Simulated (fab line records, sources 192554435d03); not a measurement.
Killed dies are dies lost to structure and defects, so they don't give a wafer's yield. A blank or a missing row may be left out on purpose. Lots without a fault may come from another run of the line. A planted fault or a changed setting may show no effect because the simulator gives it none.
Split-lot experiment | flow n5_finfet | 7 lots, 39 wafers read, on a route of 1938 steps

THE SPLIT
At N5_BEOL_M8_TRENCH_ETCH_37 (etches SiCOH lowk in C4F6/O2, target depth 93.478 nm, time 31.2 s), the setting time_s was moved away from the recipe's 31.2 s on 12 of the 39 wafers read, by -30.3% to +54.3%. The other wafers ran this setting at the recipe's value.

FROM THE SPLIT TO THE READING: what the file shows between them, 8 steps
- N5_BEOL_M8_ETCH_41: etches SiCN in CH3F/O2, target depth 31.9 nm, time 57.8 s
- N5_BEOL_M8_STRIP_80: strips in N2/H2, time 10 s
- N5_BEOL_M8_OCD_MEAS_38
- N5_BEOL_M8_HM_STRIP_39: strips TiN in peroxide tin strip, target depth 25 nm, time 158 s
- N5_BEOL_M8_SRD_40: time 30 s
- N5_BEOL_M8_ECD_50: material Cu, target thk 300 nm
- N5_BEOL_M8_ANNEAL_51: time 90 s
- N5_BEOL_M8_CMP_52: polishes, stops on SiCOH lowk, t overpolish 6.9 s, target thk 80 nm

THE READING
M8_THK, in nm, at N5_BEOL_M8_THK_MEAS_53 (measures by xrf). Fault-free wafers of this fab line usually give 80.0 nm, standard deviation 1.7 nm.

wafer  | tool, chamber at the split | time_s as run, s | against the recipe | M8_THK, nm | against lot-mates on the recipe
L075.1 | rie_diel-02, 0             | 31.2             | recipe             | 78.4       | -
L075.2 | rie_diel-02, 1             | 41.37            | +32.6%             | 106.6      | +27.3
L075.3 | rie_diel-02, 2             | 41.37            | +32.6%             | 110.2      | +30.9
L075.4 | rie_diel-02, 3             | 31.2             | recipe             | 78.9       | -
L075.5 | rie_diel-02, 2             | 31.2             | recipe             | 80.5       | -
L075.6 | rie_diel-02, 1             | 41.37            | +32.6%             | 109.8      | +30.5
L077.1 | rie_diel-01, 3             | 31.2             | recipe             | 81.6       | -
L077.2 | rie_diel-01, 1             | 31.2             | recipe             | 77.8       | -
L077.3 | rie_diel-01, 0             | 31.2             | recipe             | 82.5       | -
L077.4 | rie_diel-01, 1             | 31.2             | recipe             | 79.4       | -
L077.5 | rie_diel-01, 0             | 31.2             | recipe             | 81.0       | -
L077.6 | rie_diel-01, 3             | 31.2             | recipe             | 79.8       | -
L080.1 | rie_diel-02, 1             | 31.2             | recipe             | 76.5       | -
L080.2 | rie_diel-02, 3             | 31.2             | recipe             | 79.4       | -
L080.3 | rie_diel-02, 0             | 31.2             | recipe             | 79.0       | -
L080.4 | rie_diel-02, 2             | 48.15            | +54.3%             | 130.6      | +52.3
L080.5 | rie_diel-02, 2             | 48.15            | +54.3%             | 130.0      | +51.7
L080.6 | rie_diel-02, 3             | 48.15            | +54.3%             | 127.5      | +49.2
L081.1 | rie_diel-01, 1             | 31.2             | recipe             | 79.8       | -
L081.2 | rie_diel-01, 3             | 21.74            | -30.3%             | 52.8       | -25.1
L081.3 | rie_diel-01, 0             | 21.74            | -30.3%             | 51.4       | -26.5
L081.4 | rie_diel-01, 2             | 31.2             | recipe             | 76.6       | -
L081.5 | rie_diel-01, 1             | 21.74            | -30.3%             | 52.4       | -25.5
L081.6 | rie_diel-01, 2             | 31.2             | recipe             | 77.2       | -
L086.1 | rie_diel-06, 0             | 25.18            | -19.3%             | 63.3       | -15.1
L086.2 | rie_diel-06, 1             | 25.18            | -19.3%             | 61.2       | -17.2
L086.3 | rie_diel-06, 2             | 31.2             | recipe             | 78.7       | -
L086.4 | rie_diel-06, 3             | 31.2             | recipe             | 77.5       | -
L086.5 | rie_diel-06, 2             | 31.2             | recipe             | 78.9       | -
L086.6 | rie_diel-06, 3             | 25.18            | -19.3%             | 59.2       | -19.2
L089.2 | rie_diel-01, 0             | 31.2             | recipe             | 81.8       | -
L089.4 | rie_diel-01, 1             | 31.2             | recipe             | 79.7       | -
L089.5 | rie_diel-01, 2             | 31.2             | recipe             | 80.6       | -
L091.1 | rie_diel-06, 0             | 31.2             | recipe             | 83.6       | -
L091.2 | rie_diel-06, 2             | 31.2             | recipe             | 80.5       | -
L091.3 | rie_diel-06, 1             | 31.2             | recipe             | 80.2       | -
L091.4 | rie_diel-06, 0             | 31.2             | recipe             | 83.3       | -
L091.5 | rie_diel-06, 2             | 31.2             | recipe             | 80.2       | -
L091.6 | rie_diel-06, 1             | 31.2             | recipe             | 80.9       | -

THE FIT
A straight line over all 39 wafers: M8_THK changes by +0.912 nm for each +1% of time_s; r = +1.00; the points scatter about the line by 1.8 nm.
The same after taking each lot's own level away (the mean of its wafers on the recipe; 39 wafers): +0.912 nm for each +1%; r = +1.00; scatter 1.5 nm.
On that fit, the largest move of time_s shifts the reading by 50 nm.
The lots' own levels span 77.87 to 81.45 nm, that is 2.1 times the standard deviation above.
So the lot-to-lot level changes the slope little: the two slopes agree.
Check: with one of the wafers moved furthest among these (+54.3%) left out of the fit, the line predicts +49.2 nm for it against its lot-mates. It came out at +52.3 nm against them.

THE WHOLE CHAIN: every reading that the file lists as answering this split, in the file's order
step                      | what it does                                                        | reading                                                                          | change (the file's fit)                                                              | r (the file's)
N5_BEOL_M8_TRENCH_ETCH_37 | etches SiCOH lowk in C4F6/O2, target depth 93.478 nm, time 31.2 s   | BEOL_M8.feature_depth_nm (the simulator's own value, which no gauge read)        | +0.921 nm for each +1% of the setting                                                | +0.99
N5_BEOL_M8_TRENCH_ETCH_37 | etches SiCOH lowk in C4F6/O2, target depth 93.478 nm, time 31.2 s   | etch.depth_nm (the simulator's own value, which no gauge read)                   | +0.92 nm for each +1% of the setting                                                 | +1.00
N5_BEOL_M8_TRENCH_ETCH_37 | etches SiCOH lowk in C4F6/O2, target depth 93.478 nm, time 31.2 s   | TiN_of_BEOL_M8_HM_DEP_02.thk_nm (the simulator's own value, which no gauge read) | -0.0294 nm for each +1% of the setting                                               | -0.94
N5_BEOL_M8_OCD_MEAS_38    |                                                                     | trench_depth_nm                                                                  | +0.92 nm for each +1% of the setting                                                 | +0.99
N5_BEOL_M8_CMP_52         | polishes, stops on SiCOH lowk, t overpolish 6.9 s, target thk 80 nm | Cu_of_BEOL_M8_ECD_50.thk_nm (the simulator's own value, which no gauge read)     | +0.922 nm for each +1% of the setting                                                | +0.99
N5_BEOL_M8_THK_MEAS_53    | measures by xrf                                                     | M8_THK                                                                           | +0.913 for each +1% of the setting                                                   | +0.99
N5_BEOL_M8_RS_MEAS_57     | measures by four-point-probe                                        | M8_RS                                                                            | not straight: 0.488 at the lowest setting, 0.287 at the recipe, 0.162 at the highest | not given

THE FILE'S OWN FIT
M8_THK changes by +0.913 nm for each +1% of time_s, r = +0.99.
